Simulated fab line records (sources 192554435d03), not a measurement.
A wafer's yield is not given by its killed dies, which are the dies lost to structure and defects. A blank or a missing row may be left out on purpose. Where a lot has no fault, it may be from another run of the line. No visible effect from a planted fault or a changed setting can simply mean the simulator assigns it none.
Split-lot study / flow n5-finfet / 21 wafers read across 7 lots, on a route 1938 steps long

ON THE SPLIT
At N5_PASSIVATION_PECVD_53 (deposits SiO2 from TEOS/O2, target thk 800 nm, time 169.4 s), the setting time-s was moved away from the recipe's 169.4 s on 4 of the 21 wafers read, by -6.0% to +11.1%. All remaining wafers had this setting at the recipe value.

The reading is taken at the split's own step.

THE READING
SiO2_of_PASSIVATION_PECVD_53.thk-nm (the simulator's own value, which no gauge read), in nm, at N5_PASSIVATION_PECVD_53 (deposits SiO2 from TEOS/O2, target thk 800 nm, time 169.4 s). There is no usual value for it anywhere in the file. Across the 17 wafers here that went through the recipe, the average is 796.6 nm and the standard deviation 6.2 nm.

wafer=L081.1; tool, chamber at the split=pecvd-03, 0; time-s as run, s=169.4; against the recipe=recipe; SiO2_of_PASSIVATION_PECVD_53.thk-nm, nm=787.6; against lot-mates on the recipe=-
wafer=L081.5; tool, chamber at the split=pecvd-03, 2; time-s as run, s=169.4; against the recipe=recipe; SiO2_of_PASSIVATION_PECVD_53.thk-nm, nm=811.6; against lot-mates on the recipe=-
wafer=L081.6; tool, chamber at the split=pecvd-03, 1; time-s as run, s=169.4; against the recipe=recipe; SiO2_of_PASSIVATION_PECVD_53.thk-nm, nm=792.6; against lot-mates on the recipe=-
wafer=L079.1; tool, chamber at the split=pecvd-03, 2; time-s as run, s=169.4; against the recipe=recipe; SiO2_of_PASSIVATION_PECVD_53.thk-nm, nm=795.6; against lot-mates on the recipe=-
wafer=L079.3; tool, chamber at the split=pecvd-03, 2; time-s as run, s=169.4; against the recipe=recipe; SiO2_of_PASSIVATION_PECVD_53.thk-nm, nm=794.4; against lot-mates on the recipe=-
wafer=L079.4; tool, chamber at the split=pecvd-03, 1; time-s as run, s=169.4; against the recipe=recipe; SiO2_of_PASSIVATION_PECVD_53.thk-nm, nm=793.6; against lot-mates on the recipe=-
wafer=L077.3; tool, chamber at the split=pecvd-03, 1; time-s as run, s=169.4; against the recipe=recipe; SiO2_of_PASSIVATION_PECVD_53.thk-nm, nm=796.2; against lot-mates on the recipe=-
wafer=L077.5; tool, chamber at the split=pecvd-03, 2; time-s as run, s=188.2; against the recipe=+11.1%; SiO2_of_PASSIVATION_PECVD_53.thk-nm, nm=897.2; against lot-mates on the recipe=+101.0
wafer=L077.6; tool, chamber at the split=pecvd-03, 1; time-s as run, s=188.2; against the recipe=+11.1%; SiO2_of_PASSIVATION_PECVD_53.thk-nm, nm=893.2; against lot-mates on the recipe=+97.0
wafer=L080.2; tool, chamber at the split=pecvd-04, 2; time-s as run, s=169.4; against the recipe=recipe; SiO2_of_PASSIVATION_PECVD_53.thk-nm, nm=791.8; against lot-mates on the recipe=-
wafer=L080.5; tool, chamber at the split=pecvd-04, 0; time-s as run, s=159.2; against the recipe=-6.0%; SiO2_of_PASSIVATION_PECVD_53.thk-nm, nm=748.6; against lot-mates on the recipe=-50.2
wafer=L080.6; tool, chamber at the split=pecvd-04, 1; time-s as run, s=169.4; against the recipe=recipe; SiO2_of_PASSIVATION_PECVD_53.thk-nm, nm=805.8; against lot-mates on the recipe=-
wafer=L085.1; tool, chamber at the split=pecvd-04, 2; time-s as run, s=169.4; against the recipe=recipe; SiO2_of_PASSIVATION_PECVD_53.thk-nm, nm=797.2; against lot-mates on the recipe=-
wafer=L085.2; tool, chamber at the split=pecvd-04, 0; time-s as run, s=169.4; against the recipe=recipe; SiO2_of_PASSIVATION_PECVD_53.thk-nm, nm=786.6; against lot-mates on the recipe=-
wafer=L085.5; tool, chamber at the split=pecvd-04, 0; time-s as run, s=169.4; against the recipe=recipe; SiO2_of_PASSIVATION_PECVD_53.thk-nm, nm=794.8; against lot-mates on the recipe=-
wafer=L086.1; tool, chamber at the split=pecvd-04, 1; time-s as run, s=169.4; against the recipe=recipe; SiO2_of_PASSIVATION_PECVD_53.thk-nm, nm=798; against lot-mates on the recipe=-
wafer=L086.5; tool, chamber at the split=pecvd-04, 2; time-s as run, s=169.4; against the recipe=recipe; SiO2_of_PASSIVATION_PECVD_53.thk-nm, nm=792.6; against lot-mates on the recipe=-
wafer=L086.6; tool, chamber at the split=pecvd-04, 1; time-s as run, s=177.5; against the recipe=+4.8%; SiO2_of_PASSIVATION_PECVD_53.thk-nm, nm=853; against lot-mates on the recipe=+57.7
wafer=L088.1; tool, chamber at the split=pecvd-02, 2; time-s as run, s=169.4; against the recipe=recipe; SiO2_of_PASSIVATION_PECVD_53.thk-nm, nm=805; against lot-mates on the recipe=-
wafer=L088.2; tool, chamber at the split=pecvd-02, 1; time-s as run, s=169.4; against the recipe=recipe; SiO2_of_PASSIVATION_PECVD_53.thk-nm, nm=797; against lot-mates on the recipe=-
wafer=L088.5; tool, chamber at the split=pecvd-02, 0; time-s as run, s=169.4; against the recipe=recipe; SiO2_of_PASSIVATION_PECVD_53.thk-nm, nm=801; against lot-mates on the recipe=-

THE FIT
A straight line over all 21 wafers: SiO2_of_PASSIVATION_PECVD_53.thk-nm changes by +8.94 nm for each +1% of time-s; r = +0.98; the points scatter about the line by 6.8 nm.
The same after taking each lot's own level away (the mean of its wafers on the recipe; 21 wafers): +9.03 nm for each +1%; r = +0.98; scatter 6.3 nm.
The reading moves by 1e+02 nm for the largest change in time-s, on that fit.
Across the lots, their own levels run from 792.87 to 801.00 nm, a range of 1.3 times the standard deviation given above.
Consequently the slope shifts little with the lot-to-lot level, the two slopes agreeing.
Check: +101 nm against its lot-mates is what the line predicts for one of the wafers moved furthest among these (+11.1%) when that wafer is left out of the fit. Against them it came out at +101 nm.

THESE WAFERS: OTHER SPLITS
Before the reading, these wafers also passed through other splits. Each is held against what the fit with the lots' levels taken away leaves over:
other split on the same wafers=N5_MIM_BOT_SPUTTER_00 time-s; wafers away from the commonest value=8; r with SiO2_of_PASSIVATION_PECVD_53.thk-nm (lot level and that fit taken away)=-0.02

THE FILE'S OWN FIT
SiO2_of_PASSIVATION_PECVD_53.thk-nm changes by +9.2 nm for each +1% of time-s, r = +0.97.
